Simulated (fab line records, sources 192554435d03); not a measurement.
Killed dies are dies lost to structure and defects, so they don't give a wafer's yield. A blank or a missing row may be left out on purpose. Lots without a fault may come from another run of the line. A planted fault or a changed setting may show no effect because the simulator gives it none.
fab line records | flow n5_finfet
record lots=12 wafers=34 last_day=18
route steps=1938 shown BEOL_M5@1188 BEOL_M6@1240
lots that met no fault: from a run of the same line without faults
start_h: hours from the record's first day to the start of the lot's first wafer shown | wait_h: hours since the lot's step before | " the same as in the row above | L1.1+2: a row that stands for several wafers | - no value, or no start given | * or withheld: withheld | < > ~ a bound
route shown NAME@n: a module of which the file shows steps, and the number in the route of the first | usual: mean/standard deviation of fault-free wafers | same: alike in all rows | chamber/n: place in a boat | sites: the reading at each site | _std_site: their standard deviation | _edge_site: outer sites' mean less inner sites' | radius_mm: how far each site lies from the wafer's centre | mask NAME#n: copy n | behind: the tool/chamber that last shaped the wafer | hold: why the lot was held/for how many hours/how that ended | device: the transistor (n, p or np) that didn't switch | end of line: the same wafers' tests at the end of the route | a step without rows: its recipe alone | killed: dies lost to structure and defects at the first sort, not the wafer's yield | map: a wafer's dies, x killed, . not, _ none there
set.NAME: the setting as run; set.NAME@STEP: as run at that earlier step | model.NAME: the simulator's own value behind a step, which no gauge read
steps of the route over a sample of lots; a table a step, a row a wafer
services: from which hour (start_h, from the record's first day; less than 0 if before it) a tool's chamber was out of use, for how many hours, and why
## steps
# step N5_BEOL_M5_PRE_CLEAN_77
# recipe gas=NH3/H2 time_s=15 temp_c=* rf_power_w=300
# usual heater_power_w=88/23
# same time_s=15
# columns lot.wafer tool chamber start_h wait_h heater_power_w
L909.1 cvd_co-02 0 197.65 0.0 41
L909.2 " 2 " " 79
L909.6 " 2 " " 79
L908.2 cvd_co-02 1 200.02 0.0 114
L908.3 " 2 " " 79
L908.5 " 0 " " 43
L910.3 cvd_co-01 1 217.17 0.0 79
L910.6 " 0 " " 77
L914.2 cvd_co-01 2 227.29 0.0 115
L914.5 " 1 " " 80
L914.6 " 2 " " 117
L913.1 cvd_co-01 2 234.54 0.0 113
L913.4 " 1 " " 79
L913.6 " 2 " " 116
L919.1 cvd_co-02 0 286.04 0.0 42
L919.4 " 0 " " 42
L919.5 " 1 " " 112
L920.1 cvd_co-01 1 287.76 0.0 80
L920.2 " 0 " " 77
L920.4 " 1 " " 78
L922.2 cvd_co-01 1 295.37 0.1 76
L922.3 " 2 " " 119
L922.5 " 1 " " 80
L923.1 cvd_co-02 2 309.16 0.0 82
L923.3 " 1 " " 111
L923.4 " 0 " " 43
L925.2 cvd_co-02 0 318.07 0.0 42
L925.4 " 1 " " 113
L929.1 cvd_co-01 1 325.06 0.0 79
L929.3 " 0 " " 77
L929.5 " 0 " " 78
L928.1 cvd_co-01 2 329.70 0.0 119
L928.2 " 1 " " 80
L928.3 " 0 " " 78
# step N5_BEOL_M5_DEP_56
# recipe material=SiCN target_thk_a=80 temp_c=withheld precursor=3MS/NH3 pressure_torr=3 rf_w=202 time_s=14
# usual showerhead_plenum_p_Torr=3.666/0.014 throttle_valve_pct=9.00/0.29
# same time_s=14
# columns lot.wafer tool chamber start_h wait_h showerhead_plenum_p_Torr throttle_valve_pct
L909.1 pecvd-02 1 197.82 0.0 3.660 9.06
L909.2 " 0 " " 3.663 9.09
L909.6 " 0 " " 3.655 9.05
L908.2 pecvd-02 1 200.18 0.0 3.665 8.83
L908.3 " 2 " " 3.671 8.88
L908.5 " 2 " " 3.673 8.81
L910.3 pecvd-04 1 217.32 0.0 3.651 9.12
L910.6 " 1 " " 3.665 9.18
L914.2 pecvd-02 0 227.45 0.0 3.658 9.11
L914.5 " 2 " " 3.664 8.86
L914.6 " 0 " " 3.665 9.09
L913.1 pecvd-03 2 234.69 0.0 3.633 8.62
L913.4 " 1 " " 3.666 9.20
L913.6 " 2 " " 3.630 8.87
L919.1 pecvd-04 2 286.20 0.0 3.679 8.81
L919.4 " 2 " " 3.669 9.05
L919.5 " 0 " " 3.686 9.63
L920.1 pecvd-02 2 287.92 0.0 3.679 8.77
L920.2 " 1 " " 3.665 8.88
L920.4 " 1 " " 3.667 8.77
L922.2 pecvd-03 2 295.52 0.0 3.630 8.75
L922.3 " 1 " " 3.662 9.02
L922.5 " 0 " " 3.648 8.59
L923.1 pecvd-02 0 309.32 0.0 3.658 9.04
L923.3 " 1 " " 3.667 9.16
L923.4 " 1 " " 3.663 9.02
L925.2 pecvd-02 1 318.23 0.0 3.665 8.80
L925.4 " 0 " " 3.664 8.95
L929.1 pecvd-04 2 325.23 0.0 3.684 8.65
L929.3 " 2 " " 3.674 8.80
L929.5 " 0 " " 3.698 9.52
L928.1 pecvd-04 0 329.86 0.0 3.684 9.42
L928.2 " 2 " " 3.684 8.85
L928.3 " 1 " " 3.657 9.30
# step N5_BEOL_M6_ETCH_41
# recipe chemistry=CH3F/O2 target=SiCN target_depth_a=297 taper_deg=2 time_s=52 ion_energy_ev=120 mask_material=TiN pressure_mtorr=30 source_w=395 bias_w=75 Ar_flow_sccm=150 CH3F_flow_sccm=30 O2_flow_sccm=20
# usual drypump_motor_current_A=5.5/0.42 oes_product_au=0.83/0.061 rf_vpp_V=297.7/1.7 run_length_s=75.3/0.51 showerhead_plenum_p_Torr=2.02/0.076 throttle_valve_pct=16.26/0.17
# columns lot.wafer tool chamber start_h wait_h drypump_motor_current_A oes_product_au rf_hours_counter_h rf_vpp_V run_length_s showerhead_plenum_p_Torr throttle_valve_pct
L909.1 rie_diel-01 1 203.35 - 5.2 0.93 10 299.7 75.1 2.05 16.05
L909.2 " 0 " " 5.5 0.88 23 296.6 74.6 1.97 16.21
L909.6 " 1 " " 5.2 0.93 - 298.7 74.8 2.05 16.04
L908.2 rie_diel-03 2 210.14 - 5.6 0.75 132 294.8 74.9 1.93 16.44
L908.3 " 3 " " 5.4 0.77 98 299.1 75.0 2.09 16.13
L908.5 " 2 " " 5.6 0.75 - 296.5 74.9 1.93 16.45
L910.3 rie_diel-01 3 221.44 - 4.9 0.89 44 297.3 75.2 2.03 16.07
L910.6 " 3 " " 4.9 0.89 - 299.8 75.3 2.03 16.09
L914.2 rie_diel-04 0 232.35 - 5.1 0.93 3 299.6 74.6 1.97 16.27
L914.5 " 0 " " 5.1 0.93 - 296.3 74.4 1.97 16.28
L914.6 " 1 " " 6.5 0.85 - 295.1 75.6 1.95 16.55
L913.1 rie_diel-04 3 239.86 - 5.9 0.89 27 298.4 75.9 2.12 16.28
L913.4 " 2 " " 5.4 0.78 112 297.6 75.0 2.01 16.07
L913.6 " 0 " " 5.2 0.93 - 296.0 74.4 1.97 16.25
L920.1 rie_diel-04 3 294.33 - 5.9 0.86 46 300.9 83.9 2.11 16.29
L920.2 " 1 " " 6.5 0.83 86 295.5 83.8 1.95 16.60
L920.4 " 0 " " 5.1 0.88 25 296.5 82.5 1.97 16.29
L919.1 rie_diel-04 0 294.93 - 5.1 0.88 25 295.9 82.7 1.97 16.30
L919.4 " 3 " " 5.9 0.87 46 300.2 84.0 2.11 16.32
L919.5 " 2 " " 5.4 0.77 - 298.5 83.3 2.01 16.08
L922.2 rie_diel-03 0 301.30 - 5.4 0.72 169 295.5 75.2 1.91 16.39
L922.3 " 3 " " 5.5 0.73 127 299.8 75.4 2.08 16.17
L922.5 " 0 " " 5.4 0.73 - 295.6 74.8 1.91 16.40
L923.1 rie_diel-01 2 317.72 - 6.0 0.91 30 299.4 75.9 2.13 16.23
L923.3 " 3 " " 4.9 0.83 80 298.6 75.1 2.02 16.14
L923.4 " 0 " " 5.5 0.82 63 296.9 74.6 1.96 16.28
L925.2 rie_diel-03 3 322.92 - 5.5 0.73 132 299.5 75.2 2.08 16.19
L925.4 " 0 " " 5.4 0.73 177 296.6 74.9 1.91 16.41
L929.1 rie_diel-01 0 329.41 - 5.5 0.80 67 298.3 75.2 1.95 16.29
L929.3 " 2 " " 6.0 0.89 34 299.0 75.6 2.13 16.24
L929.5 " 0 " " 5.5 0.82 - 295.8 75.1 1.96 16.30
L928.1 rie_diel-01 2 333.84 - 6.0 0.89 36 298.7 75.7 2.13 16.26
L928.2 " 3 " " 4.9 0.83 86 298.7 75.6 2.02 16.16
L928.3 " 1 " " 5.2 0.84 55 298.3 74.8 2.03 16.14
# step N5_BEOL_M6_CURE_75
# recipe temp_c=370 time_s=120 ambient=DMADMS/He material=SiCOH_lowk
# usual lamp_power_pct=52.32/0.053 wafer_temp_C_max=371.4/0.39
# same time_s=120
# columns lot.wafer tool chamber start_h wait_h lamp_power_pct wafer_temp_C_max
L909.1 uv_cure-01 1 203.66 0.0 52.30 371.4
L909.2 " 1 " " 52.36 371.9
L909.6 " 1 " " 52.35 371.0
L908.2 uv_cure-02 2 210.51 0.1 52.31 371.7
L908.3 " 2 " " 52.42 371.2
L908.5 " 2 " " 52.35 371.6
L910.3 uv_cure-01 1 221.86 0.1 52.33 371.7
L910.6 " 1 " " 52.37 372.0
L914.2 uv_cure-02 2 232.72 0.1 52.32 371.6
L914.5 " 2 " " 52.39 371.8
L914.6 " 2 " " 52.23 371.6
L913.1 uv_cure-03 2 240.21 0.1 52.27 371.8
L913.4 " 2 " " 52.28 372.3
L913.6 " 2 " " 52.27 371.7
L920.1 uv_cure-02 0 294.65 0.0 52.35 372.2
L920.2 " 0 " " 52.33 372.3
L920.4 " 0 " " 52.32 371.4
L919.1 uv_cure-03 2 295.25 0.0 52.36 371.6
L919.4 " 2 " " 52.41 371.6
L919.5 " 2 " " 52.36 371.8
L922.2 uv_cure-03 1 301.72 0.1 52.34 371.4
L922.3 " 1 " " 52.30 371.1
L922.5 " 1 " " 52.31 370.9
L923.1 uv_cure-03 0 318.04 0.0 52.26 370.7
L923.3 " 0 " " 52.19 371.9
L923.4 " 0 " " 52.28 370.9
L925.2 uv_cure-02 2 323.29 0.1 52.35 371.7
L925.4 " 2 " " 52.29 371.5
L929.1 uv_cure-01 0 329.73 0.0 52.38 371.0
L929.3 " 0 " " 52.33 371.0
L929.5 " 0 " " 52.37 371.1
L928.1 uv_cure-03 0 334.25 0.0 52.23 371.4
L928.2 " 0 " " 52.29 371.5
L928.3 " 0 " " 52.32 371.2
## services
# columns tool chamber start_h hours kind
cvd_co-01 - 178.62 0.5 repair
uv_cure-02 - 182.55 3.4 pm
rie_diel-01 3 183.63 4.1 repair
pecvd-02 - 203.84 3.3 repair
pecvd-02 0 207.51 13.8 repair
pecvd-03 0 211.56 3.5 repair
cvd_co-01 - 219.89 0.2 repair
pecvd-03 - 222.51 6.0 pm
uv_cure-03 - 223.44 1.0 pm
pecvd-04 0 245.24 6.4 repair
rie_diel-01 2 246.55 8.5 repair
uv_cure-01 - 260.68 1.3 repair
uv_cure-02 - 275.49 9.4 repair
pecvd-03 1 278.44 12.3 repair
rie_diel-01 1 287.24 4.2 repair
cvd_co-02 - 293.87 0.9 repair
pecvd-02 - 299.94 5.5 pm
pecvd-03 0 300.65 12.7 repair
rie_diel-03 3 307.29 5.7 repair
pecvd-04 1 321.81 5.6 repair
pecvd-02 - 323.14 0.7 repair
rie_diel-04 2 323.48 19.8 repair
uv_cure-01 - 330.93 2.8 pm
cvd_co-01 1 333.40 - clean
## key
first_sign step=N5_BEOL_M6_ETCH_41 reading=run_length_s direction=up sigmas=16 usual=* struck=*
effect none on later readings
met_at N5_BEOL_M6_ETCH_41
struck_lots L919,L920
rows_end L919.1,L919.4,L919.5
not_acting_at N5_BEOL_M5_PRE_CLEAN_77,N5_BEOL_M5_DEP_56,N5_BEOL_M6_CURE_75
onset_between 239.86 294.33
fault kind=process_parameter_drift tool=rie_diel-04 chamber=- onset_h=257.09 steps=N5_BEOL_M6_ETCH_41 channel=time_s offset=* shape=step acts_in=* stated=*
# rows_end: these wafers met a further fault down the route, and their rows from its step on are left out
